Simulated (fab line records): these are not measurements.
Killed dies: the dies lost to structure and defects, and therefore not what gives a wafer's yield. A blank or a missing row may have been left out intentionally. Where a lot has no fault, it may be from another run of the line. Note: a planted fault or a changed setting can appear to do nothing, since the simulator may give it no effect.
fab line records	flow n5Finfet
record lots=8	wafers=24	lastDay=18
route steps=1938 shown BEOL_M4@1034 PASSIVATION@1936
lots that met no fault: taken from a fault-free run of the same line
startH: hours from the record's opening day to when the first of the lot's shown wafers began	waitH: how many hours have passed since the lot's step before this one	" unchanged from the row above	L1.1+2: several wafers, shown together as one row	- no value, or no start given	* or withheld: withheld	< > ~ a bound
route shown NAME@n: a module of which the file shows steps, and the number in the route of the first	usual: mean and standard deviation over wafers with no fault	same: alike in all rows	chamber/n: place in a boat	sites: readings site by site	_std_site: standard deviation of those values	_edge_site: inner sites' mean taken away from outer sites' mean	radiusMm: how far each site lies from the wafer's centre	mask NAME#n: copy n	behind: the most recent tool/chamber to have shaped the wafer	hold: the reason the lot was held/the length of the hold in hours/how it ended	device: transistor that didn't switch, given as n, p or np	end of line: at the end of the route, the tests of the same wafers	a step with no rows: only its recipe	killed: the dies lost at the first sort to structure and to defects; this is not the yield of the wafer	map: dies across one wafer; x = killed, . = not, _ = none there
set.NAME: setting as actually run; set.NAME@STEP: the setting as run at that earlier step	model.NAME: the simulator's own value behind a step, which no gauge read
steps of the route over a sample of lots; a table a step, a row a wafer
services: when a tool's chamber went out of use (startH, in hours from the record's first day, below 0 if earlier), for how many hours, and the reason
## steps
# step N5_BEOL_M4_CD_MEAS_11
# recipe targetCdNm=16.79	landingEnergyEv=500	detector=seInlens	polarity=opening
# usual cdNm=16.72/0.25
lot.wafer	tool	chamber	startH	waitH	cdNm
L131.4	cdSem-03	0	176.69	-	16.31
L131.5	"	0	"	"	16.32
L131.6	"	0	"	"	16.69
L140.2	cdSem-03	0	232.27	-	16.38
L140.4	"	0	"	"	17.12
L140.6	"	0	"	"	16.35
L143.2	cdSem-03	0	245.59	-	16.62
L143.4	"	0	"	"	16.83
L143.6	"	0	"	"	16.75
L142.2	cdSem-03	0	252.03	-	16.85
L142.4	"	0	"	"	16.59
L142.6	"	0	"	"	17.13
L145.2	cdSem-01	0	259.36	-	16.38
L145.3	"	0	"	"	16.92
L145.5	"	0	"	"	16.57
L148.2	cdSem-01	0	275.33	-	16.58
L148.5	"	0	"	"	16.76
L148.6	"	0	"	"	16.54
L151.3	cdSem-01	0	302.83	-	16.64
L151.5	"	0	"	"	16.71
L151.6	"	0	"	"	16.56
L152.1	cdSem-03	0	309.82	-	16.46
L152.3	"	0	"	"	16.66
L152.4	"	0	"	"	17.18
# step N5_BEOL_M4_ETCH_63
# recipe chemistry=CF4	target=SiARC	targetDepthA=156	maskMaterial=CAR-EUV	timeS=26	ionEnergyEv=80	pressureMtorr=40	sourceW=545	biasW=36	Ar_flow_sccm=100	cf4FlowSccm=100	ends=cleared
# usual drypumpMotorCurrentA=5.7/0.41	etchRfOnTimeS=25.8/0.78	oesProductAu=0.69/0.071	rfVppV=184.1/1.1	showerheadPlenumPTorr=2.14/0.064	throttleValvePct=15.52/0.15
lot.wafer	tool	chamber	startH	waitH	drypumpMotorCurrentA	etchRfOnTimeS	oesProductAu	rfHoursCounterH	rfVppV	showerheadPlenumPTorr	throttleValvePct
L131.4	rieDiel-04	1	176.86	0.0	5.9	26.7	0.57	243	183.7	2.19	15.91
L131.5	"	1	"	"	5.9	26.3	0.57	-	184.7	2.19	15.92
L131.6	"	2	"	"	6.0	27.1	0.60	-	185.4	2.14	15.45
L140.2	rieDiel-06	3	232.44	0.0	5.0	26.3	0.71	67	183.6	2.09	15.62
L140.4	"	2	"	"	5.8	23.8	0.74	82	184.5	2.17	15.51
L140.6	"	0	"	"	5.2	26.2	0.60	-	184.0	2.21	15.51
L143.2	rieDiel-01	2	245.77	0.0	5.6	26.0	0.71	81	184.7	2.07	15.42
L143.4	"	0	"	"	5.2	25.7	0.69	-	186.8	2.23	15.53
L143.6	"	3	"	"	6.1	25.2	0.83	-	183.7	2.10	15.20
L142.2	rieDiel-01	2	252.21	0.0	5.6	25.7	0.70	83	183.3	2.07	15.42
L142.4	"	0	"	"	5.2	25.6	0.69	104	186.2	2.23	15.54
L142.6	"	2	"	"	5.6	25.6	0.71	-	183.3	2.07	15.44
L145.2	rieDiel-04	1	259.53	0.0	5.9	25.3	0.76	16	184.8	2.18	15.44
L145.3	"	0	"	"	6.0	25.5	0.66	151	183.1	2.07	15.49
L145.5	"	1	"	"	5.8	25.4	0.77	-	185.0	2.18	15.44
L148.2	rieDiel-04	3	275.66	0.0	5.2	26.4	0.68	120	182.1	2.06	15.64
L148.5	"	1	"	"	5.8	25.5	0.76	-	186.4	2.18	15.43
L148.6	"	2	"	"	6.0	26.7	0.59	-	186.0	2.12	15.54
L151.3	rieDiel-01	2	303.00	0.0	5.5	26.1	0.69	102	183.1	2.07	15.45
L151.5	"	1	"	"	5.3	25.4	0.78	-	183.4	2.09	15.50
L151.6	"	0	"	"	5.2	26.3	0.66	-	186.0	2.23	15.58
L152.1	rieDiel-01	3	310.01	0.0	6.1	25.2	0.79	30	184.2	2.09	15.25
L152.3	"	2	"	"	5.6	25.7	0.69	104	182.9	2.07	15.47
L152.4	"	0	"	"	5.2	25.7	0.66	123	185.6	2.22	15.58
# step N5_BEOL_M4_ETCH_64
# recipe chemistry=N2/H2	target=SOC	targetDepthA=750	overetchA=225	maskMaterial=SiARC	tempC=40	timeS=121.9	ionEnergyEv=200	pressureMtorr=30	sourceW=840	biasW=150	n2FlowSccm=200	h2FlowSccm=200
# usual drypumpMotorCurrentA=5.7/0.41	oesProductAu=0.61/0.057	rfVppV=523.8/2.4	showerheadPlenumPTorr=2.54/0.086	throttleValvePct=17.73/0.18
lot.wafer	tool	chamber	startH	waitH	drypumpMotorCurrentA	oesProductAu	rfHoursCounterH	rfVppV	showerheadPlenumPTorr	throttleValvePct
L131.4	rieDiel-04	1	176.89	0.0	5.9	0.51	243	525.0	2.62	18.23
L131.5	"	1	"	"	5.9	0.51	-	525.0	2.62	18.23
L131.6	"	2	"	"	6.0	0.55	-	522.0	2.53	17.59
L140.2	rieDiel-06	3	232.47	0.0	5.0	0.64	67	522.3	2.47	17.83
L140.4	"	2	"	"	5.8	0.62	82	524.0	2.57	17.65
L140.6	"	0	"	"	5.2	0.53	-	526.6	2.61	17.59
L143.2	rieDiel-01	2	245.80	0.0	5.6	0.63	81	521.7	2.45	17.51
L143.4	"	0	"	"	5.2	0.61	-	529.1	2.67	17.82
L143.6	"	3	"	"	6.1	0.73	-	521.6	2.51	17.66
L142.2	rieDiel-01	2	252.24	0.0	5.6	0.63	83	521.7	2.45	17.53
L142.4	"	0	"	"	5.1	0.61	104	527.6	2.67	17.81
L142.6	"	2	"	"	5.6	0.62	-	520.8	2.45	17.53
L145.2	rieDiel-04	1	259.56	0.0	5.9	0.67	16	525.2	2.61	17.85
L145.3	"	0	"	"	6.0	0.58	151	520.4	2.44	17.63
L145.5	"	1	"	"	5.9	0.67	-	526.2	2.61	17.86
L148.2	rieDiel-04	3	275.69	0.0	5.2	0.61	120	521.1	2.45	17.87
L148.5	"	1	"	"	5.9	0.66	-	526.2	2.61	17.87
L148.6	"	2	"	"	6.0	0.53	-	522.0	2.51	17.65
L151.3	rieDiel-01	2	303.03	0.0	5.5	0.61	102	522.0	2.45	17.54
L151.5	"	1	"	"	5.4	0.68	-	522.0	2.48	17.76
L151.6	"	0	"	"	5.2	0.59	-	527.5	2.66	17.84
L152.1	rieDiel-01	3	310.04	0.0	6.1	0.69	30	520.9	2.50	17.68
L152.3	"	2	"	"	5.6	0.61	104	522.0	2.45	17.55
L152.4	"	0	"	"	5.1	0.59	123	526.4	2.66	17.84
# step N5_BEOL_M4_CD_MEAS_18
# recipe pitchNm=36	targetCdNm=18
# usual cdNm=18.0/0.44
lot.wafer	tool	chamber	startH	waitH	cdNm
L131.4	cdSem-02	-	177.28	0.1	17.9
L131.5	"	-	"	"	18.0
L131.6	"	-	"	"	17.5
L140.2	cdSem-02	-	232.95	0.1	17.6
L140.4	"	-	"	"	19.8
L140.6	"	-	"	"	17.6
L143.2	cdSem-01	-	246.15	0.1	17.9
L143.4	"	-	"	"	17.7
L143.6	"	-	"	"	18.3
L142.2	cdSem-01	-	252.60	0.1	17.4
L142.4	"	-	"	"	17.9
L142.6	"	-	"	"	17.8
L145.2	cdSem-02	-	259.97	0.1	18.3
L145.3	"	-	"	"	18.2
L145.5	"	-	"	"	18.8
L148.2	cdSem-02	-	276.04	0.1	18.3
L148.5	"	-	"	"	18.4
L148.6	"	-	"	"	17.9
L151.3	cdSem-01	-	303.39	0.1	17.7
L151.5	"	-	"	"	17.9
L151.6	"	-	"	"	17.3
L152.1	cdSem-03	-	310.39	0.0	17.5
L152.3	"	-	"	"	17.4
L152.4	"	-	"	"	17.8
# step N5_BEOL_M4_OVL_MEAS_29
# recipe pointsPerWafer=522
# usual V3_OVL=0.2/0.86
lot.wafer	tool	chamber	startH	waitH	V3_OVL[nm]
L131.4	overlay-02	0	177.64	0.0	-1.2
L131.5	"	0	"	"	-1.2
L131.6	"	0	"	"	-0.5
L140.2	overlay-01	0	233.43	0.0	-1.1
L140.4	"	0	"	"	-0.1
L140.6	"	0	"	"	0.0
L143.2	overlay-01	0	246.50	0.0	0.1
L143.4	"	0	"	"	0.6
L143.6	"	0	"	"	0.3
L142.2	overlay-01	0	253.07	0.0	1.2
L142.4	"	0	"	"	0.4
L142.6	"	0	"	"	0.8
L145.2	overlay-01	0	260.32	0.0	0.0
L145.3	"	0	"	"	0.5
L145.5	"	0	"	"	0.5
L148.2	overlay-01	0	276.46	0.0	0.9
L148.5	"	0	"	"	1.0
L148.6	"	0	"	"	0.2
L151.3	overlay-02	0	303.79	0.0	-1.6
L151.5	"	0	"	"	-0.8
L151.6	"	0	"	"	-0.9
L152.1	overlay-02	0	310.87	0.0	0.9
L152.3	"	0	"	"	0.6
L152.4	"	0	"	"	0.2
# step N5_BEOL_M4_CD_MEAS_35
# recipe targetCdNm=18	targetCdYNm=22.4	polarity=opening
# usual cdNm=18.0/0.43
lot.wafer	tool	chamber	startH	waitH	cdNm
L131.4	cdSem-02	-	195.61	0.0	17.7
L131.5	"	-	"	"	18.1
L131.6	"	-	"	"	17.9
L140.2	cdSem-01	-	245.87	0.0	17.7
L140.4	"	-	"	"	19.3
L140.6	"	-	"	"	17.7
L143.2	cdSem-01	-	253.75	0.0	18.0
L143.4	"	-	"	"	17.5
L143.6	"	-	"	"	17.8
L142.2	cdSem-03	-	258.47	0.0	17.1
L142.4	"	-	"	"	17.5
L142.6	"	-	"	"	17.4
L145.2	cdSem-03	-	261.94	0.0	18.0
L145.3	"	-	"	"	18.1
L145.5	"	-	"	"	18.3
L148.2	cdSem-01	-	288.63	0.0	18.2
L148.5	"	-	"	"	18.7
L148.6	"	-	"	"	17.7
L151.3	cdSem-01	-	313.60	0.0	17.6
L151.5	"	-	"	"	18.1
L151.6	"	-	"	"	18.0
L152.1	cdSem-02	-	315.51	0.0	17.1
L152.3	"	-	"	"	17.5
L152.4	"	-	"	"	18.0
# step N5_BEOL_M4_RC_MEAS_101
# usual DIBL_N=36.4/2.7	DIBL_P=36/3.2	IOFF_N=0.16/0.046	IOFF_P=0.21/0.055	ION_N=677/15	ION_P=464/11	SS_N=71.5/0.79	SS_P=73.3/0.93	VT_N=250/4.1	VT_P=-251/4.4
lot.wafer	tool	chamber	startH	waitH	DIBL_N[mV/V]	DIBL_P[mV/V]	IOFF_N[nA/um]	IOFF_P[nA/um]	ION_N[uA/um]	ION_P[uA/um]	SS_N[mV/dec]	SS_P[mV/dec]	VT_N[mV]	VT_P[mV]
L131.4	prober-02	0	201.23	0.5	36.1	36	0.15	0.20	674	469	70.7	72.6	250	-248
L131.5	"	0	"	"	37.3	37	0.18	0.23	681	471	71.8	74.1	247	-250
L131.6	"	0	"	"	37.3	38	0.18	0.24	689	474	71.7	73.8	246	-248
L140.2	prober-01	0	251.34	0.2	36.4	37	0.17	0.26	683	470	71.5	73.6	248	-245
L140.4	"	0	"	"	35.7	35	0.15	0.22	678	470	71.1	72.9	249	-248
L140.6	"	0	"	"	35.9	37	0.18	0.26	695	484	71.2	72.8	246	-249
L143.2	prober-02	0	257.55	0.2	33.3	34	0.12	0.18	656	454	71.3	73.1	254	-254
L143.4	"	0	"	"	38.7	39	0.24	0.25	684	456	72.1	75.0	244	-251
L143.6	"	0	"	"	36.7	35	0.18	0.19	653	445	72.6	73.5	252	-254
L142.2	prober-01	0	263.50	0.2	34.6	35	0.13	0.16	667	461	71.4	72.8	254	-254
L142.4	"	0	"	"	39.2	41	0.20	0.24	671	459	72.4	74.0	251	-249
L142.6	"	0	"	"	42.8	45	0.29	0.35	698	474	73.4	75.4	245	-246
L145.2	prober-01	0	266.03	0.2	36.6	38	0.16	0.19	692	463	71.7	73.7	248	-253
L145.3	"	0	"	"	40.7	43	0.25	0.26	694	461	72.5	74.8	247	-250
L145.5	"	0	"	"	37.0	40	0.16	0.21	668	454	70.8	73.7	254	-254
L148.2	prober-02	0	293.20	0.2	36.9	38	0.17	0.24	689	475	71.3	74.3	247	-247
L148.5	"	0	"	"	37.6	37	0.17	0.24	675	466	72.1	74.6	249	-248
L148.6	"	0	"	"	37.0	36	0.17	0.22	676	454	71.6	74.0	248	-247
L151.3	prober-02	0	319.36	0.3	40.0	38	0.21	0.22	677	457	72.4	73.5	249	-253
L151.5	"	0	"	"	36.7	34	0.14	0.16	659	448	71.2	72.5	253	-257
L151.6	"	0	"	"	41.0	40	0.23	0.25	689	467	72.3	74.2	247	-252
L152.1	prober-01	0	319.44	0.0	28.6	29	0.06	0.09	633	435	70.3	70.7	264	-265
L152.3	"	0	"	"	32.5	32	0.11	0.12	658	440	71.0	71.9	256	-259
L152.4	"	0	"	"	32.1	33	0.11	0.13	677	462	70.6	71.7	253	-259
# step N5_PASSIVATION_PROBE_49
# usual defectLimitedYield=91.1/1.4	killed_at_M0_to_M3=34/9.7	killed_at_M4_up=13/5.1	killedAtContacts=14/6.3	killedAtFrontEnd=40/11	killedAtOther=3.5/2.7	killedDies=105/16	killedOpen=70/12	killedShort=34/7.8	sort_bin_4_leakage=0.02/0.13	sort_bin_5_function=5.2/0.88	sort_bin_6_memory=3.3/0.7	sort_bin_8_speed=0.1/0.62	sortNPass=1074/17	sortYieldPct=91.0/1.5
# same grossDies=1180	killedAtBackSide=0
lot.wafer	tool	chamber	startH	waitH	defectLimitedYield[%]	killed_at_M0_to_M3	killed_at_M4_up	killedAtContacts	killedAtFrontEnd	killedAtOther	killedDies	killedOpen	killedShort	sort_bin_4_leakage[%]	sort_bin_5_function[%]	sort_bin_6_memory[%]	sort_bin_8_speed[%]	sortNPass	sortYieldPct[%]
L143.2	prober-02	-	368.75	0.1	92.2	29	9	13	41	0	92	66	25	0	5.2	2.5	0	1088	92.2
L143.4	prober-02	-	368.85	0.2	92.6	21	18	10	38	0	87	55	26	0	3.8	3.1	0	1093	92.6
L143.6	prober-02	-	368.95	0.3	90.5	52	8	13	32	7	112	77	32	0	5.3	4.2	0	1068	90.5
L142.6	prober-01	-	369.38	0.3	89.1	44	12	22	46	5	129	84	43	0.25	5.7	4.9	0	1048	88.8
L145.2	prober-01	-	371.55	0.1	90.8	34	16	6	50	2	108	71	37	0	5.6	3.4	0	1072	90.8
L145.3	prober-01	-	371.60	0.1	93.0	29	9	7	37	1	83	63	20	0	4.4	2.3	0	1097	93.0
L145.5	prober-01	-	371.70	0.2	92.1	21	13	12	43	4	93	60	33	0	4.5	3.1	0	1087	92.1
# killed by level:class
L143.2 FIN_SAQP:geometricParticle:open=15 FIN_SAQP:geometricParticle:short=11 MOL_CONTACT_COAG:geometricParticle:open=11 BEOL_M2:geometricParticle:open=8 BEOL_M3:geometricParticle:open=7 STI_FIN_REVEAL:geometricParticle:open=5 BEOL_M0_SAQP:geometricParticle:short=4 ILD0:geometricParticle:open=3
L143.4 FIN_SAQP:geometricParticle:open=10 BEOL_M2:geometricParticle:open=10 BEOL_M4:geometricParticle:open=8 MOL_CONTACT_COAG:geometricParticle:open=7 STI_FIN_REVEAL:geometricParticle:open=5 FIN_SAQP:geometricParticle:short=4 BEOL_M0_SAQP:geometricParticle:short=4 HKMG_FIN:areaEtch=4
L143.6 MOL_CONTACT_COAG:geometricParticle:open=10 BEOL_M2:geometricParticle:open=10 BEOL_M0_SAQP:geometricParticle:open=9 BEOL_M3:geometricParticle:open=9 STI_FIN_REVEAL:geometricParticle:open=8 BEOL_M0_SAQP:geometricParticle:short=8 BEOL_M1:geometricParticle:open=7 FIN_SAQP:geometricParticle:open=6
L142.6 MOL_CONTACT_COAG:geometricParticle:open=19 BEOL_M0_SAQP:geometricParticle:short=15 BEOL_M0_SAQP:geometricParticle:open=14 STI_FIN_REVEAL:geometricParticle:open=10 FIN_SAQP:geometricParticle:short=7 BEOL_M4:geometricParticle:open=6 BEOL_M0:geometricParticle:open=5 FIN_SAQP:geometricParticle:open=4
L145.2 FIN_SAQP:geometricParticle:open=9 BEOL_M0_SAQP:geometricParticle:open=9 BEOL_M0_SAQP:geometricParticle:short=9 DUMMY_GATE:geometricParticle:open=7 STI_FIN_REVEAL:geometricParticle:open=6 MOL_CONTACT_COAG:geometricParticle:open=6 BEOL_M3:geometricParticle:open=6 FIN_SAQP:geometricParticle:short=5
L145.3 BEOL_M3:geometricParticle:open=10 FIN_SAQP:geometricParticle:open=8 DUMMY_GATE:geometricParticle:open=8 BEOL_M0_SAQP:geometricParticle:open=7 MOL_CONTACT_COAG:geometricParticle:open=7 STI_FIN_REVEAL:geometricParticle:open=5 BEOL_M0:geometricParticle:open=4 BEOL_M0_SAQP:geometricParticle:short=3
L145.5 STI_FIN_REVEAL:geometricParticle:open=14 MOL_CONTACT_COAG:geometricParticle:open=8 FIN_SAQP:geometricParticle:open=6 STARTING-WAFER:geometricParticle:short=5 FIN_SAQP:geometricParticle:short=4 DUMMY_GATE:geometricParticle:open=4 MOL_CONTACT_COAG:geometricParticle:short=4 BEOL_M1:geometricParticle:short=4
## services
tool	chamber	startH	hours	kind
rieDiel-06	3	173.08	5.7	repair
rieDiel-04	3	185.80	9.3	repair
rieDiel-04	1	195.45	-	clean
rieDiel-04	1	195.45	-	consumableReplace:focusRing
rieDiel-04	1	195.45	17.4	scheduledDown
rieDiel-04	1	195.45	17.4	ventCycle
rieDiel-01	3	205.59	-	clean
rieDiel-01	3	205.59	-	consumableReplace:focusRing
rieDiel-01	3	205.59	19.6	scheduledDown
rieDiel-01	3	205.59	19.6	ventCycle
rieDiel-06	-	221.57	2.8	pm
rieDiel-01	1	225.32	-	clean
rieDiel-01	1	225.32	-	consumableReplace:focusRing
rieDiel-01	1	225.32	22.4	scheduledDown
rieDiel-01	1	225.32	22.4	ventCycle
rieDiel-06	-	256.88	0.1	repair
rieDiel-01	-	284.58	0.4	repair
## key
firstSign step=N5_BEOL_M4_CD_MEAS_18	reading=cdNm	direction=up	sigmas=4.1	usual=18.0	struck=19.8
effect step=N5_BEOL_M4_CD_MEAS_35	reading=cdNm	direction=up	sigmas=3.1	usual=18.0	struck=19.3
metAt N5_BEOL_M4_ETCH_64
struckLots L140
struckWafers L140.4
notActingAt N5_BEOL_M4_CD_MEAS_11,N5_BEOL_M4_ETCH_63,N5_BEOL_M4_OVL_MEAS_29
fault kind=processParameterDrift	tool=rieDiel-06	chamber=2	onsetH=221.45	steps=N5_BEOL_M4_ETCH_64	channel=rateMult	offset=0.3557	shape=step	endH=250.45
